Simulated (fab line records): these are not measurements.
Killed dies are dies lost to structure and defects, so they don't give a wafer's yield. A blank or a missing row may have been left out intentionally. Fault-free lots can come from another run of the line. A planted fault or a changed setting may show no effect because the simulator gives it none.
Chamber matching || flow n5-finfet || 4 sister chambers for N5_BEOL_M0_STRIP_142 on rie-diel-01
The step strips in N2/H2, time 10 s. 8 wafers are shown with their chamber, then 12 later ones without.

== WAFERS PAIRED WITH THEIR CHAMBERS ==
{"wafer": "L081.5", "chamber": 0, "drypump-motor-current-A (A)": 6.0, "showerhead-plenum-p-Torr (Torr)": 2.47}
{"wafer": "L081.6", "chamber": 1, "drypump-motor-current-A (A)": 5.2, "showerhead-plenum-p-Torr (Torr)": 2.54}
{"wafer": "L082.1", "chamber": 2, "drypump-motor-current-A (A)": 5.4, "showerhead-plenum-p-Torr (Torr)": 2.56}
{"wafer": "L082.2", "chamber": 3, "drypump-motor-current-A (A)": 5.9, "showerhead-plenum-p-Torr (Torr)": 2.63}
{"wafer": "L082.3", "chamber": 1, "drypump-motor-current-A (A)": 5.2, "showerhead-plenum-p-Torr (Torr)": 2.54}
{"wafer": "L085.1", "chamber": 0, "drypump-motor-current-A (A)": 6.0, "showerhead-plenum-p-Torr (Torr)": 2.46}
{"wafer": "L085.4", "chamber": 2, "drypump-motor-current-A (A)": 5.4, "showerhead-plenum-p-Torr (Torr)": 2.56}
{"wafer": "L085.5", "chamber": 3, "drypump-motor-current-A (A)": 6.0, "showerhead-plenum-p-Torr (Torr)": 2.63}

== WAFERS WHOSE CHAMBER IS MISSING ==
{"wafer": "L089.1", "drypump-motor-current-A (A)": 5.2, "showerhead-plenum-p-Torr (Torr)": 2.53}
{"wafer": "L089.4", "drypump-motor-current-A (A)": 5.4, "showerhead-plenum-p-Torr (Torr)": 2.55}
{"wafer": "L089.6", "drypump-motor-current-A (A)": 6.0, "showerhead-plenum-p-Torr (Torr)": 2.63}
{"wafer": "L093.2", "drypump-motor-current-A (A)": 5.9, "showerhead-plenum-p-Torr (Torr)": 2.62}
{"wafer": "L093.3", "drypump-motor-current-A (A)": 5.4, "showerhead-plenum-p-Torr (Torr)": 2.55}
{"wafer": "L093.5", "drypump-motor-current-A (A)": 5.2, "showerhead-plenum-p-Torr (Torr)": 2.52}
{"wafer": "L095.1", "drypump-motor-current-A (A)": 5.2, "showerhead-plenum-p-Torr (Torr)": 2.52}
{"wafer": "L095.2", "drypump-motor-current-A (A)": 5.4, "showerhead-plenum-p-Torr (Torr)": 2.55}
{"wafer": "L095.5", "drypump-motor-current-A (A)": 5.4, "showerhead-plenum-p-Torr (Torr)": 2.55}
{"wafer": "L096.2", "drypump-motor-current-A (A)": 6.0, "showerhead-plenum-p-Torr (Torr)": 2.45}
{"wafer": "L096.4", "drypump-motor-current-A (A)": 5.9, "showerhead-plenum-p-Torr (Torr)": 2.62}
{"wafer": "L096.6", "drypump-motor-current-A (A)": 5.2, "showerhead-plenum-p-Torr (Torr)": 2.52}

== WHICH CHAMBER EACH ONE RAN IN ==
{"wafer": "L089.1", "from the rows above": 1, "in truth": 1}
{"wafer": "L089.4", "from the rows above": 2, "in truth": 2}
{"wafer": "L089.6", "from the rows above": 3, "in truth": 3}
{"wafer": "L093.2", "from the rows above": 3, "in truth": 3}
{"wafer": "L093.3", "from the rows above": 2, "in truth": 2}
{"wafer": "L093.5", "from the rows above": 1, "in truth": 1}
{"wafer": "L095.1", "from the rows above": 1, "in truth": 1}
{"wafer": "L095.2", "from the rows above": 2, "in truth": 2}
{"wafer": "L095.5", "from the rows above": 2, "in truth": 2}
{"wafer": "L096.2", "from the rows above": 0, "in truth": 0}
{"wafer": "L096.4", "from the rows above": 3, "in truth": 3}
{"wafer": "L096.6", "from the rows above": 1, "in truth": 1}
Correct placement for 12 of the 12. Number that these rows cannot place: 0. 0 placed wrongly.
How it was worked out, from the rows above alone: a wafer's distance from a chamber is the root of the sum, over the readings, of the square of ((its reading less the chamber's mean) divided by the reading's scatter). The wafer belongs to the nearest chamber; if the next one is less than 2 further off, it can't be placed. Each chamber's mean is taken over the wafers shown for it. The scatter is the square root of a quotient: the sum, over the shown wafers, of each reading's squared deviation from its chamber's mean, divided by wafers minus chambers.
